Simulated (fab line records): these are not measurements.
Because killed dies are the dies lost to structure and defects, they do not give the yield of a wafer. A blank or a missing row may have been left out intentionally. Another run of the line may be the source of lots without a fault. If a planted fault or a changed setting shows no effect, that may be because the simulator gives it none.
Split-lot study	flow n5 finfet	7 lots, 39 wafers read, on a route of 1938 steps

== THE SPLIT ==
At N5_FIN_SAQP_ETCH_64 (etches SiO2 in CF4, target depth 1.5 nm), the setting bias w was moved away from the recipe's 400 W on 12 of the 39 wafers read, by -15.2% to +16.2%. This setting was run at the recipe's value on the other wafers.

Reading taken at the split's own step.

== THE READING ==
etch.depth nm (the simulator's own value, which no gauge read), in nm, at N5_FIN_SAQP_ETCH_64 (etches SiO2 in CF4, target depth 1.5 nm). The file does not state a usual value for it. The 27 wafers here that ran the recipe average 1.507 nm, standard deviation 0.017 nm.

wafer	tool, chamber at the split	bias w as run, W	against the recipe	etch.depth nm, nm	against lot-mates on the recipe
L080.1	rie si-05, 0	400	recipe	1.525	-
L080.2	rie si-05, 1	400	recipe	1.503	-
L080.3	rie si-05, 3	400	recipe	1.483	-
L080.4	rie si-05, 2	400	recipe	1.505	-
L080.5	rie si-05, 0	400	recipe	1.509	-
L080.6	rie si-05, 1	400	recipe	1.493	-
L084.1	rie si-06, 3	447.3	+11.8%	1.56	+0.056
L084.2	rie si-06, 2	400	recipe	1.473	-
L084.3	rie si-06, 1	447.3	+11.8%	1.586	+0.082
L084.4	rie si-06, 0	400	recipe	1.515	-
L084.5	rie si-06, 0	400	recipe	1.525	-
L084.6	rie si-06, 3	447.3	+11.8%	1.563	+0.059
L085.1	rie si-06, 3	400	recipe	1.533	-
L085.2	rie si-06, 0	340.9	-14.8%	1.444	-0.071
L085.3	rie si-06, 2	400	recipe	1.487	-
L085.4	rie si-06, 1	340.9	-14.8%	1.445	-0.070
L085.5	rie si-06, 3	400	recipe	1.526	-
L085.6	rie si-06, 0	340.9	-14.8%	1.449	-0.066
L089.1	rie si-06, 0	339.1	-15.2%	1.45	-0.067
L089.2	rie si-06, 1	400	recipe	1.511	-
L089.3	rie si-06, 2	339.1	-15.2%	1.428	-0.089
L089.4	rie si-06, 3	400	recipe	1.523	-
L089.5	rie si-06, 0	339.1	-15.2%	1.432	-0.085
L089.6	rie si-06, 3	400	recipe	1.517	-
L090.1	rie si-02, 3	400	recipe	1.504	-
L090.2	rie si-02, 2	400	recipe	1.478	-
L090.3	rie si-02, 1	400	recipe	1.493	-
L090.4	rie si-02, 0	400	recipe	1.519	-
L090.5	rie si-02, 0	400	recipe	1.528	-
L090.6	rie si-02, 1	400	recipe	1.497	-
L092.1	rie si-06, 2	400	recipe	1.502	-
L092.3	rie si-06, 1	400	recipe	1.513	-
L092.6	rie si-06, 1	400	recipe	1.532	-
L095.1	rie si-06, 2	400	recipe	1.485	-
L095.2	rie si-06, 3	464.7	+16.2%	1.578	+0.080
L095.3	rie si-06, 1	400	recipe	1.506	-
L095.4	rie si-06, 0	400	recipe	1.503	-
L095.5	rie si-06, 2	464.7	+16.2%	1.574	+0.076
L095.6	rie si-06, 1	464.7	+16.2%	1.581	+0.083

FIT RESULTS
A straight line over all 39 wafers: etch.depth nm changes by +0.00453 nm for each +1% of bias w; r = +0.93; the points scatter about the line by 0.015 nm.
The same after taking each lot's own level away (the mean of its wafers on the recipe; 39 wafers): +0.00506 nm for each +1%; r = +0.95; scatter 0.014 nm.
That fit puts the effect of the largest move of bias w on the reading at 0.082 nm.
Measured against the standard deviation above, the lots' own levels, which go from 1.4980 to 1.5170 nm, span 1.1 times it.
Thus the slope moves with the lot-to-lot level: the two fits are different.
Check: for one of the wafers moved furthest among these (+16.2%), held out of the fit, the line's prediction against its lot-mates is +0.0826 nm. It came out at +0.08 nm against them.

== OTHER SPLITS ON THESE WAFERS ==
Other splits were also applied to these wafers ahead of the reading. Each is held against what the fit with the lots' levels taken away leaves over:
other split on the same wafers	wafers away from the commonest value	r with etch.depth nm (lot level and that fit taken away)
N5_FIN_SAQP_HM_DEP_72 target thk a	15	+0.05

== FILE'S OWN FIT ==
etch.depth nm changes by +0.00504 nm for each +1% of bias w, r = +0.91.
